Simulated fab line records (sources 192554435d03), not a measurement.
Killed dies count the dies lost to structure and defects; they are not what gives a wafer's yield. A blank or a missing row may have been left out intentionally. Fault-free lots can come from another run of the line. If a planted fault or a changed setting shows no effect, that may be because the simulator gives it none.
Split-lot study / flow n5_finfet / 39 wafers read across 7 lots, on a route 1938 steps long

ON THE SPLIT
At N5_DUMMY_GATE_ETCH_32 (etches SiO2 in CF4, target depth 3.5 nm, time 3.9 s), the setting time_s was moved away from the recipe's 3.9 s on 15 of the 39 wafers read, by -17.0% to +17.7%. All remaining wafers had this setting at the recipe value.

The reading comes from the split's own step.

THE READING
etch.depth_nm (the simulator's own value, which no gauge read), in nm, at N5_DUMMY_GATE_ETCH_32 (etches SiO2 in CF4, target depth 3.5 nm, time 3.9 s). No usual value for it is given in the file. Here, 24 wafers ran the recipe; their average is 3.453 nm with a standard deviation of 0.059 nm.

wafer=L078.1; tool, chamber at the split=rie_si-02, 0,2; time_s as run, s=3.9; against the recipe=recipe; etch.depth_nm, nm=3.421; against lot-mates on the recipe=-
wafer=L078.5; tool, chamber at the split=rie_si-02, 0,2; time_s as run, s=3.9; against the recipe=recipe; etch.depth_nm, nm=3.421; against lot-mates on the recipe=-
wafer=L078.2; tool, chamber at the split=rie_si-02, 1; time_s as run, s=3.587; against the recipe=-8.0%; etch.depth_nm, nm=3.171; against lot-mates on the recipe=-0.251
wafer=L078.3; tool, chamber at the split=rie_si-02, 2; time_s as run, s=3.9; against the recipe=recipe; etch.depth_nm, nm=3.425; against lot-mates on the recipe=-
wafer=L078.4; tool, chamber at the split=rie_si-02, 3; time_s as run, s=3.587; against the recipe=-8.0%; etch.depth_nm, nm=3.221; against lot-mates on the recipe=-0.201
wafer=L078.6; tool, chamber at the split=rie_si-02, 3; time_s as run, s=3.587; against the recipe=-8.0%; etch.depth_nm, nm=3.263; against lot-mates on the recipe=-0.159
wafer=L080.1; tool, chamber at the split=rie_si-01, 3; time_s as run, s=3.9; against the recipe=recipe; etch.depth_nm, nm=3.556; against lot-mates on the recipe=-
wafer=L080.2; tool, chamber at the split=rie_si-01, 2; time_s as run, s=3.237; against the recipe=-17.0%; etch.depth_nm, nm=2.916; against lot-mates on the recipe=-0.580
wafer=L080.3; tool, chamber at the split=rie_si-01, 0; time_s as run, s=3.9; against the recipe=recipe; etch.depth_nm, nm=3.442; against lot-mates on the recipe=-
wafer=L080.4; tool, chamber at the split=rie_si-01, 1; time_s as run, s=3.237; against the recipe=-17.0%; etch.depth_nm, nm=2.862; against lot-mates on the recipe=-0.634
wafer=L080.5; tool, chamber at the split=rie_si-01, 3; time_s as run, s=3.237; against the recipe=-17.0%; etch.depth_nm, nm=2.963; against lot-mates on the recipe=-0.533
wafer=L080.6; tool, chamber at the split=rie_si-01, 2; time_s as run, s=3.9; against the recipe=recipe; etch.depth_nm, nm=3.491; against lot-mates on the recipe=-
wafer=L086.1; tool, chamber at the split=rie_si-01, 2; time_s as run, s=3.9; against the recipe=recipe; etch.depth_nm, nm=3.463; against lot-mates on the recipe=-
wafer=L086.2; tool, chamber at the split=rie_si-01, 1; time_s as run, s=3.9; against the recipe=recipe; etch.depth_nm, nm=3.379; against lot-mates on the recipe=-
wafer=L086.3; tool, chamber at the split=rie_si-01, 3; time_s as run, s=4.426; against the recipe=+13.5%; etch.depth_nm, nm=4.002; against lot-mates on the recipe=+0.533
wafer=L086.4; tool, chamber at the split=rie_si-01, 0; time_s as run, s=4.426; against the recipe=+13.5%; etch.depth_nm, nm=3.936; against lot-mates on the recipe=+0.467
wafer=L086.5; tool, chamber at the split=rie_si-01, 2; time_s as run, s=4.426; against the recipe=+13.5%; etch.depth_nm, nm=3.933; against lot-mates on the recipe=+0.464
wafer=L086.6; tool, chamber at the split=rie_si-01, 3; time_s as run, s=3.9; against the recipe=recipe; etch.depth_nm, nm=3.566; against lot-mates on the recipe=-
wafer=L092.1; tool, chamber at the split=rie_si-02, 2; time_s as run, s=3.9; against the recipe=recipe; etch.depth_nm, nm=3.392; against lot-mates on the recipe=-
wafer=L092.2; tool, chamber at the split=rie_si-02, 0; time_s as run, s=3.9; against the recipe=recipe; etch.depth_nm, nm=3.456; against lot-mates on the recipe=-
wafer=L092.3; tool, chamber at the split=rie_si-02, 1; time_s as run, s=3.9; against the recipe=recipe; etch.depth_nm, nm=3.474; against lot-mates on the recipe=-
wafer=L092.4; tool, chamber at the split=rie_si-02, 3; time_s as run, s=3.9; against the recipe=recipe; etch.depth_nm, nm=3.527; against lot-mates on the recipe=-
wafer=L092.5; tool, chamber at the split=rie_si-02, 2; time_s as run, s=3.9; against the recipe=recipe; etch.depth_nm, nm=3.377; against lot-mates on the recipe=-
wafer=L092.6; tool, chamber at the split=rie_si-02, 1; time_s as run, s=3.9; against the recipe=recipe; etch.depth_nm, nm=3.457; against lot-mates on the recipe=-
wafer=L094.1; tool, chamber at the split=rie_si-03, 3; time_s as run, s=4.59; against the recipe=+17.7%; etch.depth_nm, nm=4.094; against lot-mates on the recipe=+0.651
wafer=L094.2; tool, chamber at the split=rie_si-03, 1; time_s as run, s=3.9; against the recipe=recipe; etch.depth_nm, nm=3.391; against lot-mates on the recipe=-
wafer=L094.3; tool, chamber at the split=rie_si-03, 2; time_s as run, s=3.9; against the recipe=recipe; etch.depth_nm, nm=3.561; against lot-mates on the recipe=-
wafer=L094.4; tool, chamber at the split=rie_si-03, 0; time_s as run, s=4.59; against the recipe=+17.7%; etch.depth_nm, nm=4.124; against lot-mates on the recipe=+0.681
wafer=L094.5; tool, chamber at the split=rie_si-03, 0; time_s as run, s=4.59; against the recipe=+17.7%; etch.depth_nm, nm=4.151; against lot-mates on the recipe=+0.708
wafer=L094.6; tool, chamber at the split=rie_si-03, 1; time_s as run, s=3.9; against the recipe=recipe; etch.depth_nm, nm=3.377; against lot-mates on the recipe=-
wafer=L095.1; tool, chamber at the split=rie_si-01, 2; time_s as run, s=3.246; against the recipe=-16.8%; etch.depth_nm, nm=2.913; against lot-mates on the recipe=-0.534
wafer=L095.2; tool, chamber at the split=rie_si-01, 3; time_s as run, s=3.9; against the recipe=recipe; etch.depth_nm, nm=3.528; against lot-mates on the recipe=-
wafer=L095.3; tool, chamber at the split=rie_si-01, 1; time_s as run, s=3.9; against the recipe=recipe; etch.depth_nm, nm=3.374; against lot-mates on the recipe=-
wafer=L095.4; tool, chamber at the split=rie_si-01, 0; time_s as run, s=3.9; against the recipe=recipe; etch.depth_nm, nm=3.44; against lot-mates on the recipe=-
wafer=L095.5; tool, chamber at the split=rie_si-01, 2; time_s as run, s=3.246; against the recipe=-16.8%; etch.depth_nm, nm=2.922; against lot-mates on the recipe=-0.525
wafer=L095.6; tool, chamber at the split=rie_si-01, 1; time_s as run, s=3.246; against the recipe=-16.8%; etch.depth_nm, nm=2.81; against lot-mates on the recipe=-0.637
wafer=L096.1; tool, chamber at the split=rie_si-02, 1; time_s as run, s=3.9; against the recipe=recipe; etch.depth_nm, nm=3.458; against lot-mates on the recipe=-
wafer=L096.2; tool, chamber at the split=rie_si-02, 0; time_s as run, s=3.9; against the recipe=recipe; etch.depth_nm, nm=3.47; against lot-mates on the recipe=-
wafer=L096.3; tool, chamber at the split=rie_si-02, 2; time_s as run, s=3.9; against the recipe=recipe; etch.depth_nm, nm=3.436; against lot-mates on the recipe=-
Where a row lists several chambers, the file gives one row for several wafers and doesn't say which wafer went through which chamber.

FIT RESULTS
A straight line over all 39 wafers: etch.depth_nm changes by +0.0349 nm for each +1% of time_s; r = +0.99; the points scatter about the line by 0.057 nm.
The same after taking each lot's own level away (the mean of its wafers on the recipe; 39 wafers): +0.0352 nm for each +1%; r = +0.99; scatter 0.056 nm.
According to that fit, moving time_s by its largest amount changes the reading by 0.62 nm.
Across the lots, their own levels run from 3.4223 to 3.4963 nm, a range of 1.3 times the standard deviation given above.
So the lot-to-lot level changes the slope little: the two slopes agree.
Check: with one of the wafers moved furthest among these (+17.7%) left out of the fit, the line predicts +0.636 nm for it against its lot-mates. Against them it came out at +0.651 nm.

FURTHER SPLITS ON THESE WAFERS
These wafers also went through other splits before the reading. Each is held against what the fit with the lots' levels taken away leaves over:
other split on the same wafers=N5_FIN_CUT_CUT_ETCH_15 target_depth_a; wafers away from the commonest value=15; r with etch.depth_nm (lot level and that fit taken away)=-0.06
other split on the same wafers=N5_DUMMY_GATE_EXPOSE_12 dose_mj; wafers away from the commonest value=15; r with etch.depth_nm (lot level and that fit taken away)=+0.00
other split on the same wafers=N5_DUMMY_GATE_ETCH_37 source_w; wafers away from the commonest value=18; r with etch.depth_nm (lot level and that fit taken away)=+0.02

THE FILE'S OWN FIT
etch.depth_nm changes by +0.0351 nm for each +1% of time_s, r = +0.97.
